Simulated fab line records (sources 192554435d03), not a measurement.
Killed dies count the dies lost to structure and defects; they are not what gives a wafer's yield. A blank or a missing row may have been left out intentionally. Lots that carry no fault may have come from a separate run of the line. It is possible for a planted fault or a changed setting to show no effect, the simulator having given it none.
Split-lot experiment + flow n5-finfet + on a route of 1938 steps: 7 lots, 21 wafers read

THE SPLIT ITSELF
At N5_BEOL_M10_TRENCH_ETCH_37 (etches SiCOH lowk in C4F6/O2, target depth 148.83 nm, time 48 s), the setting source-w was moved away from the recipe's 345 W on 3 of the 21 wafers read, by -12.7% to +17.8%. All remaining wafers had this setting at the recipe value.

The reading is taken at the split's own step.

THE READING
rf-vpp-V, in V, at N5_BEOL_M10_TRENCH_ETCH_37 (etches SiCOH lowk in C4F6/O2, target depth 148.83 nm, time 48 s). Typical for fault-free wafers on this fab line: 664 V, with standard deviation 6.2 V.

| wafer  | tool, chamber at the split | source-w as run, W | against the recipe | rf-vpp-V, V | against lot-mates on the recipe |
|--------|----------------------------|--------------------|--------------------|-------------|---------------------------------|
| L075.1 | rie-diel-06, 0             | 345                | recipe             | 660         | -                               |
| L075.3 | rie-diel-06, 2             | 371                | +7.5%              | 637         | -24                             |
| L075.6 | rie-diel-06, 2             | 345                | recipe             | 663         | -                               |
| L081.2 | rie-diel-06, 0             | 345                | recipe             | 661         | -                               |
| L081.5 | rie-diel-06, 3             | 345                | recipe             | 657         | -                               |
| L081.6 | rie-diel-06, 0             | 345                | recipe             | 660         | -                               |
| L083.1 | rie-diel-04, 0             | 345                | recipe             | 674         | -                               |
| L083.3 | rie-diel-04, 2             | 345                | recipe             | 665         | -                               |
| L083.4 | rie-diel-04, 3             | 301.2              | -12.7%             | 718         | +48                             |
| L086.2 | rie-diel-02, 2             | 345                | recipe             | 659         | -                               |
| L086.4 | rie-diel-02, 0             | 345                | recipe             | 666         | -                               |
| L086.6 | rie-diel-02, 0             | 345                | recipe             | 666         | -                               |
| L088.1 | rie-diel-06, 3             | 345                | recipe             | 658         | -                               |
| L088.3 | rie-diel-06, 2             | 345                | recipe             | 663         | -                               |
| L088.6 | rie-diel-06, 2             | 345                | recipe             | 664         | -                               |
| L093.1 | rie-diel-04, 0             | 406.4              | +17.8%             | 620         | -46                             |
| L093.2 | rie-diel-04, 3             | 345                | recipe             | 672         | -                               |
| L093.4 | rie-diel-04, 1             | 345                | recipe             | 659         | -                               |
| L095.2 | rie-diel-04, 1             | 345                | recipe             | 659         | -                               |
| L095.4 | rie-diel-04, 3             | 345                | recipe             | 670         | -                               |
| L095.6 | rie-diel-04, 2             | 345                | recipe             | 663         | -                               |

THE FIT
A straight line over all 21 wafers: rf-vpp-V changes by -3.14 V for each +1% of source-w; r = -0.93; the points scatter about the line by 6.3 V.
The same after taking each lot's own level away (the mean of its wafers on the recipe; 21 wafers): -3.03 V for each +1%; r = -0.96; scatter 4.7 V.
The reading moves by 54 V for the largest change in source-w, on that fit.
The span of the lots' own levels, 659.3 to 669.5 V, comes to 1.6 times the standard deviation stated above.
The two slopes agree, so the slope changes little with the lot-to-lot level.
Check: -65 V against its lot-mates is what the line predicts for one of the wafers moved furthest among these (+17.8%) when that wafer is left out of the fit. Against them it came out at -45.5 V.
Tool readings at the split's step, against how far the setting was moved: rf-vpp-V r = -0.93.

THE OTHER SPLITS THESE WAFERS WENT THROUGH
Before the reading, these wafers also passed through other splits. Each is held against what the fit with the lots' levels taken away leaves over:
| other split on the same wafers | wafers away from the commonest value | r with rf-vpp-V (lot level and that fit taken away) |
|--------------------------------|--------------------------------------|-----------------------------------------------------|
| N5_BEOL_M9_EXPOSE_08 dose-mj   | 9                                    | +0.03                                               |
| N5_BEOL_M10_PEB_26 peb-time-s  | 7                                    | -0.18                                               |

FILE'S OWN FIT
rf-vpp-V changes by -3.02 V for each +1% of source-w, r = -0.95.
